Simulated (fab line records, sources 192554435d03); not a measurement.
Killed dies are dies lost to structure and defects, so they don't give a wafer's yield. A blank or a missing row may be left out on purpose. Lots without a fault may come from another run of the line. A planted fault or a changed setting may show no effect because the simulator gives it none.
A struck lot beside a sound one | flow n5_finfet | 15 steps out of a route of 1938
Sound: wafers L826.2, L826.3, L826.5. Struck: wafer L841.6. (L841.4 of the same lot was not struck and is left out.) The cause comes at the end.
At each step with rows: each side's tool, then ch and its chambers, then its first start. Under that, the readings that differ: sound wafers | struck wafers | difference of the means | sigmas: that difference in standard deviations of wafers without a fault.
alike: readings whose means differ by less than 2 such deviations, and words and numbers that are the same on both sides. not compared: withheld readings, readings that some wafer has no value for, bounds like >300 that may hide the same value, and numbers for which the record gives no deviation and whose values overlap.
The two part at a step that has a row with sigmas, a row that says differs or no value, or rows on one side only. Numbers that don't overlap but have no deviation are shown without sigmas and don't part them. A reading that every wafer of one side lacks parts them only if that side has two wafers or more.

first, 2 steps without rows for these wafers: N5_FIN_CUT_STRIP_31 (strips in N2/H2); N5_FIN_CUT_STRIP_24 (strips in CF4).
N5_FIN_CUT_CUT_ETCH_26: etches SiNx in CH3F/O2, target depth 39 nm, time 55.7 s.
  sound on rie_diel-03 ch 1,2,3, day 2 10:16; struck on rie_diel-02 ch 0, day 6 04:05
  alike: drypump_motor_current_A, oes_product_au, rf_vpp_V, showerhead_plenum_p_Torr, throttle_valve_pct
  not compared: rf_hours_counter_h
N5_FIN_CUT_CUT_ETCH_27: etches SiO2 in CHF3/O2, target depth 4 nm, overetch 2 nm, time 4.9 s.
  sound on rie_diel-03 ch 1,2,3, day 2 10:18; struck on rie_diel-02 ch 0, day 6 04:08
  alike: drypump_motor_current_A, oes_product_au, rf_vpp_V, showerhead_plenum_p_Torr, throttle_valve_pct
  not compared: rf_hours_counter_h
then, 1 step without rows for these wafers: N5_FIN_CUT_PRECLEAN_35 (cleans in vHF, time 13.3 s).
N5_FIN_CUT_CUT_ETCH_15: etches Si in HBr/Cl2/O2, target depth 100 nm, bt time 10 s, time 42.4 s.
  sound on rie_si-03 ch 0,2,3, day 2 10:27; struck on rie_si-05 ch 3, day 6 04:17
  alike: drypump_motor_current_A, oes_product_au, throttle_valve_pct
  not compared: rf_hours_counter_h
N5_FIN_CUT_CUT_ETCH_28: etches Si in HBr/Cl2/O2, target depth 6 nm, time 2.4 s.
  sound on rie_si-03 ch 0,2,3, day 2 10:30; struck on rie_si-05 ch 3, day 6 04:20
  reading               | sound             | struck | difference | sigmas
  oes_product_au (a.u.) | 0.970 0.997 0.984 | 1.015  | +0.031     | +2
  alike: drypump_motor_current_A, throttle_valve_pct
  not compared: rf_hours_counter_h
N5_FIN_CUT_STRIP_22: strips in N2/H2.
  sound on rie_diel-03 ch 0,1, day 2 10:34; struck on rie_diel-03 ch 0, day 6 04:33
  reading      | sound          | struck | difference | sigmas
  rf_vpp_V (V) | 53.6 54.0 49.0 | 47.0   | -5.2       | -2
  alike: drypump_motor_current_A, n2_flow_sccm, oes_product_au, showerhead_plenum_p_Torr, throttle_valve_pct
  not compared: rf_hours_counter_h
then, 3 steps without rows for these wafers: N5_FIN_CUT_PRECLEAN_36 (cleans in O3/DIW, time 60 s); N5_FIN_CUT_SRD_32 (time 30 s); N5_FIN_CUT_UV_OZONE_34 (time 120 s).
N5_FIN_CUT_INSPECT_17: inspects for defects (brightfield).
  sound on defect_inspect-02, day 2 10:44; struck on defect_inspect-01, day 6 04:47
  alike: raw_defect_count
N5_STI_FIN_REVEAL_ALD_00: deposits SiO2, target thk 1 nm, pulse time 1 s.
  sound on ald_sin-04 ch 1,2,3, day 2 10:46; struck on ald_sin-04 ch 1, day 6 04:50
  reading                                         | sound | struck | difference | sigmas
  model.SiO2_of_STI_FIN_REVEAL_ALD_00.thk_nm (nm) | 1 1 1 | 1.6    | +0.6       |
  alike: heater_power_w, precursor_pulse_height_rel
then, 1 step without rows for these wafers: N5_STI_FIN_REVEAL_ALD_14 (deposits Si3N4, target thk 3 nm).
-- the record jumps here: 11 days lie between the struck wafers' starts before and after (it left off in module STI_FIN_REVEAL and takes up again in module PASSIVATION, whose first step shown is number 1936 of the route) --
N5_PASSIVATION_PROBE_49:
  the record has rows for the struck wafers here (prober-01, day 16 20:04) and none for the sound ones

WHERE THEY PART
First at N5_FIN_CUT_CUT_ETCH_28; last, within this record, at N5_PASSIVATION_PROBE_49.

WHY: what the simulator had put in
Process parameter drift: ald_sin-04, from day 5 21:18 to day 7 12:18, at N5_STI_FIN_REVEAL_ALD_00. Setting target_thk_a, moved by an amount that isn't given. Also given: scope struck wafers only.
